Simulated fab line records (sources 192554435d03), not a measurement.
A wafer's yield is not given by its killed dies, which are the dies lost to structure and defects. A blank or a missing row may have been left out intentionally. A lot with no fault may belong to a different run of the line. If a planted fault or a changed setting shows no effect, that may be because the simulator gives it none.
Which tool is to blame?	flow n5-finfet	9 lots, 25 wafers sampled, at 7 steps of a route of 1938

== WHAT THE GAUGES READ, wafer by wafer ==
N5_MOL_CONTACT_COAG_CD_MEAS_99 targets a cd of 17.2 nm. Usual: cd-nm 17.2 nm, standard deviation 0.48.
lot	measured	on	cd-nm (nm)	flag
L258	day 5 15:01	cd-sem-02	17.9 18.3 18.0	
L255	day 5 16:14	cd-sem-03	16.9 17.5 17.5	
L261	day 6 05:26	cd-sem-02	16.5 16.9 16.3	
L264	day 7 05:06	cd-sem-02	17.2 17.8 17.3	
L265	day 7 09:10	cd-sem-03	17.5 17.3 17.6	
L266	day 7 14:58	cd-sem-02	16.5 16.8 17.0	
L274	day 9 11:00	cd-sem-03	17.0 16.4	
L275	day 9 16:43	cd-sem-03	17.3 17.0	
L277	day 10 04:01	cd-sem-02	17.2 17.3 17.0	

N5_MOL_CONTACT_COAG_CD_MEAS_137 targets a cd of 16 nm. Usual: cd-nm 15.9 nm, standard deviation 0.44.
lot	measured	on	cd-nm (nm)	flag
L258	day 6 01:36	cd-sem-03	15.8 15.2 15.7	
L255	day 6 04:10	cd-sem-02	15.9 15.4 16.2	
L261	day 6 14:47	cd-sem-02	15.4 15.7 15.3	
L264	day 7 17:06	cd-sem-02	- - -	OFF
L265	day 7 20:17	cd-sem-03	- - -	OFF
L266	day 8 02:17	cd-sem-02	- - -	OFF
L274	day 9 20:01	cd-sem-01	16.1 15.3	
L275	day 10 02:34	cd-sem-03	15.3 15.9	
L277	day 10 16:19	cd-sem-03	15.0 15.2 15.3	

N5_BEOL_M4_RC_MEAS_101. Usual: DIBL_N 36.9 mV/V, standard deviation 2.1; DIBL_P 37.1 mV/V, standard deviation 2.5; IOFF_N 0.17 nA/um, standard deviation 0.039; IOFF_P 0.23 nA/um, standard deviation 0.043; ION_N 673 uA/um, standard deviation 15; ION_P 462 uA/um, standard deviation 9.1; SS_N 71.8 mV/dec, standard deviation 0.69; SS_P 73.6 mV/dec, standard deviation 0.74; VT_N 250 mV, standard deviation 3.6; VT_P -249.7 mV, standard deviation 2.9.
lot	measured	on	DIBL_N (mV/V)	DIBL_P (mV/V)	IOFF_N (nA/um)	IOFF_P (nA/um)	ION_N (uA/um)	ION_P (uA/um)	SS_N (mV/dec)	SS_P (mV/dec)	VT_N (mV)	VT_P (mV)	flag
L258	day 8 12:47	prober-01	33.5 35.6 35.8	33.0 35.0 35.6	0.12 0.15 0.14	0.17 0.19 0.19	677 665 667	465 453 452	70.8 71.1 70.7	72.1 72.9 73.2	254 249 251	-252.8 -252.3 -250.6	
L255	day 8 17:35	prober-01	37.9 39.5 37.5	37.0 40.3 36.5	0.18 0.22 0.16	0.19 0.23 0.17	674 687 664	447 456 444	71.8 71.9 72.2	73.2 74.3 73.8	248 247 253	-249.9 -250.1 -252.8	
L261	day 9 06:20	prober-01	35.2 38.6 39.4	34.9 38.4 39.8	0.13 0.20 0.21	0.19 0.26 0.27	657 673 680	453 462 467	71.6 71.9 71.9	72.6 73.9 73.5	254 250 245	-252.9 -246.8 -245.6	
L274	day 12 20:08	prober-01	40.9 39.5	43.4 40.8	0.28 0.22	0.34 0.28	707 682	486 456	74.2 73.1	75.1 75.3	243 244	-244.5 -247.6	
L275	day 12 20:01	prober-02	35.4 37.2	36.7 37.4	0.15 0.17	0.21 0.22	682 679	469 463	71.2 71.5	73.3 74.3	250 250	-251.0 -249.4	
L277	day 13 14:06	prober-02	37.3 33.3 37.4	35.9 32.1 37.0	0.17 0.11 0.19	0.21 0.15 0.23	681 664 700	462 455 474	72.1 70.4 71.9	73.4 72.4 73.5	248 254 245	-250.6 -254.1 -250.7	

== TOOL THAT RAN EACH LOT (tool first, then ch and the chambers of the sampled wafers, then the start) ==
lot	N5_MOL_CONTACT_COAG_SPUTTER_143	N5_MOL_CONTACT_COAG_ANNEAL_113	N5_MOL_CONTACT_COAG_ETCH_91	N5_MOL_CONTACT_COAG_VIA_ETCH_46
L258	pvd-sputter-02, day 5 16:26	rtp-anneal-02 ch 0, day 5 17:29	rie-diel-05 ch 2,3, day 6 01:08	rie-diel-05 ch 2,3, day 6 01:16
L255	pvd-sputter-02, day 5 19:25	rtp-anneal-02 ch 0, day 5 20:26	rie-diel-05 ch 0,2,3, day 6 03:43	rie-diel-05 ch 0,2,3, day 6 03:50
L261	pvd-sputter-01, day 6 07:04	rtp-anneal-02 ch 0, day 6 07:58	rie-diel-05 ch 0,2,3, day 6 14:19	rie-diel-05 ch 0,2,3, day 6 14:26
L264	pvd-sputter-03, day 7 06:43	rtp-anneal-01 ch 0, day 7 07:27	rie-diel-05 ch 0,1,2, day 7 16:38	rie-diel-05 ch 0,1,2, day 7 16:46
L265	pvd-sputter-01, day 7 11:45	rtp-anneal-02 ch 0, day 7 12:29	rie-diel-05 ch 0,1,3, day 7 19:49	rie-diel-05 ch 0,1,3, day 7 19:56
L266	pvd-sputter-03, day 7 18:05	rtp-anneal-02 ch 0, day 7 18:58	rie-diel-05 ch 0,1,2, day 8 01:50	rie-diel-05 ch 0,1,2, day 8 01:58
L274	pvd-sputter-02, day 9 12:26	rtp-anneal-01 ch 0, day 9 13:19	rie-diel-05 ch 1,3, day 9 19:33	rie-diel-05 ch 1,3, day 9 19:40
L275	pvd-sputter-02, day 9 18:24	rtp-anneal-01 ch 0, day 9 19:17	rie-diel-03 ch 1,2, day 10 02:04	rie-diel-03 ch 1,2, day 10 02:11
L277	pvd-sputter-03, day 10 07:31	rtp-anneal-01 ch 0, day 10 08:15	rie-diel-03 ch 0,1,2, day 10 15:52	rie-diel-03 ch 0,1,2, day 10 15:59
- N5_MOL_CONTACT_COAG_SPUTTER_143: material Co, target thk 2.5 nm.
- N5_MOL_CONTACT_COAG_ANNEAL_113: time 300 s.
- N5_MOL_CONTACT_COAG_ETCH_91: etches SOC in N2/H2, target depth 60 nm, overetch 21 nm, time 101.2 s.
- N5_MOL_CONTACT_COAG_VIA_ETCH_46: etches SiO2 in C4F6/O2, target depth 46 nm, overetch 9.2 nm, time 40 s.

== WHAT THE TOOLS THEMSELVES READ (means of the sampled wafers that have a number; where no wafer has one, the mark that the record gives instead) ==
N5_MOL_CONTACT_COAG_SPUTTER_143. Usual: substrate-temp-c 24.97 C, standard deviation 0.11; susceptor-temp-C 25.01 C, standard deviation 0.11; throttle-valve-pct 29.7 %, standard deviation 0.8.
lot	tool	substrate-temp-c (C)	susceptor-temp-C (C)	throttle-valve-pct (%)	flag
L258	pvd-sputter-02	24.97	25.08	30.2	
L255	pvd-sputter-02	24.98	25.00	29.3	
L261	pvd-sputter-01	25.06	25.03	29.6	
L264	pvd-sputter-03	25.10	24.97	29.8	
L265	pvd-sputter-01	24.91	25.01	28.8	
L266	pvd-sputter-03	24.88	24.89	29.9	
L274	pvd-sputter-02	25.04	24.89	30.7	
L275	pvd-sputter-02	25.05	25.06	29.8	
L277	pvd-sputter-03	24.98	25.17	29.9	

N5_MOL_CONTACT_COAG_ANNEAL_113. Usual: lamp-power-pct 3.08 %, standard deviation 0.087; lamp_zone_3_pct 3.08 %, standard deviation 0.087; lamp_zone_4_pct 3.08 %, standard deviation 0.087; wafer_temp_C_max 401.8, standard deviation 0.62.
lot	tool	lamp-power-pct (%)	lamp_zone_3_pct (%)	lamp_zone_4_pct (%)	wafer_temp_C_max	flag
L258	rtp-anneal-02	3.18	3.18	3.18	401.2	
L255	rtp-anneal-02	3.18	3.18	3.18	401.2	
L261	rtp-anneal-02	3.18	3.18	3.18	401.3	
L264	rtp-anneal-01	3.00	3.00	3.00	402.0	
L265	rtp-anneal-02	3.18	3.18	3.18	400.8	
L266	rtp-anneal-02	3.18	3.18	3.18	401.4	
L274	rtp-anneal-01	3.00	3.00	3.01	402.4	
L275	rtp-anneal-01	3.00	3.00	3.00	402.1	
L277	rtp-anneal-01	3.01	3.00	3.01	402.2	

N5_MOL_CONTACT_COAG_ETCH_91. Usual: value, then standard deviation, for each; bias-w 150.0 W / 0.42; chamber-pressure-mTorr 29.998 mTorr / 0.028; drypump-motor-current-A 5.6 A / 0.51; oes-product-au 0.69 a.u. / 0.082; rf-vpp-V 523.8 V / 1.8; showerhead-plenum-p-Torr 2.53 Torr / 0.073; throttle-valve-pct 17.86 % / 0.21.
lot	tool	bias-w (W)	chamber-pressure-mTorr (mTorr)	drypump-motor-current-A (A)	oes-product-au (a.u.)	rf-vpp-V (V)	showerhead-plenum-p-Torr (Torr)	throttle-valve-pct (%)	flag
L258	rie-diel-05	150.2	29.980	5.2	0.63	522.5	2.46	17.94	
L255	rie-diel-05	149.7	30.001	5.6	0.66	522.7	2.48	17.86	
L261	rie-diel-05	149.7	30.024	5.6	0.66	522.3	2.48	17.86	
L264	rie-diel-05	-	-	-	-	-	-	-	OFF
L265	rie-diel-05	-	-	-	-	-	-	-	OFF
L266	rie-diel-05	-	-	-	-	-	-	-	OFF
L274	rie-diel-05	150.1	30.021	5.6	0.65	524.6	2.55	17.90	
L275	rie-diel-03	150.2	30.035	5.8	0.73	524.1	2.54	17.79	
L277	rie-diel-03	150.1	29.996	6.0	0.74	523.7	2.52	17.83	

N5_MOL_CONTACT_COAG_VIA_ETCH_46. Usual: C4F6_flow_sccm 10.000 sccm, standard deviation 0.029; O2_flow_sccm 10.00 sccm, standard deviation 0.031; drypump-motor-current-A 5.5 A, standard deviation 0.5; oes_ar_750_au 0.82 a.u., standard deviation 0.098; oes-product-au 0.74 a.u., standard deviation 0.087; rf-vpp-V 1582 V, standard deviation 38; showerhead-plenum-p-Torr 2.83 Torr, standard deviation 0.069; throttle-valve-pct 41.1 %, standard deviation 0.44.
lot	tool	C4F6_flow_sccm (sccm)	O2_flow_sccm (sccm)	drypump-motor-current-A (A)	oes_ar_750_au (a.u.)	oes-product-au (a.u.)	rf-vpp-V (V)	showerhead-plenum-p-Torr (Torr)	throttle-valve-pct (%)	flag
L258	rie-diel-05	10.006	9.99	5.3	0.75	0.66	1535	2.76	40.8	
L255	rie-diel-05	9.992	9.99	5.6	0.79	0.70	1554	2.78	40.8	
L261	rie-diel-05	9.978	9.98	5.6	0.79	0.70	1554	2.78	40.8	
L264	rie-diel-05	10.023	9.99	5.2	0.83	0.31	1573	2.80	40.4	OFF
L265	rie-diel-05	10.007	10.01	5.7	0.82	0.31	1593	2.83	40.4	OFF
L266	rie-diel-05	10.012	9.99	5.3	0.83	0.31	1572	2.80	40.4	OFF
L274	rie-diel-05	9.974	10.03	5.6	0.76	0.69	1605	2.84	40.8	
L275	rie-diel-03	10.014	10.02	5.8	0.88	0.78	1601	2.82	41.0	
L277	rie-diel-03	9.960	10.00	6.0	0.88	0.79	1607	2.82	41.2	

== THE ANSWER, worked out from the rows above alone ==
Rule: lot off if the mean of its wafers having a number is beyond 3 standard deviations from the usual mean. Also off: a lot with no number at a reading for which 4 or more lots have one. The other lots that the step has rows for count as sound. First the gauges in route order, then the tools' own readings, where a lot's mean is used as printed above. The first step at which some lot is off is used, and at that step the reading that is off furthest; a lot without a number counts as furthest.
Off, at N5_MOL_CONTACT_COAG_CD_MEAS_137 on cd-nm: L264, L265, L266. Without a number there: L264, L265, L266.
A tool fits if, at a process step before that reading, it ran every lot that is off, and no sound lot after the first of them. Not tried: the gauges at N5_MOL_CONTACT_COAG_CD_MEAS_137; whatever is off there is also off at N5_MOL_CONTACT_COAG_ETCH_91, on other tools, and gauge error can't account for it. Not one of the candidates tried fits.

== WHAT THE SIMULATOR PUT IN ==
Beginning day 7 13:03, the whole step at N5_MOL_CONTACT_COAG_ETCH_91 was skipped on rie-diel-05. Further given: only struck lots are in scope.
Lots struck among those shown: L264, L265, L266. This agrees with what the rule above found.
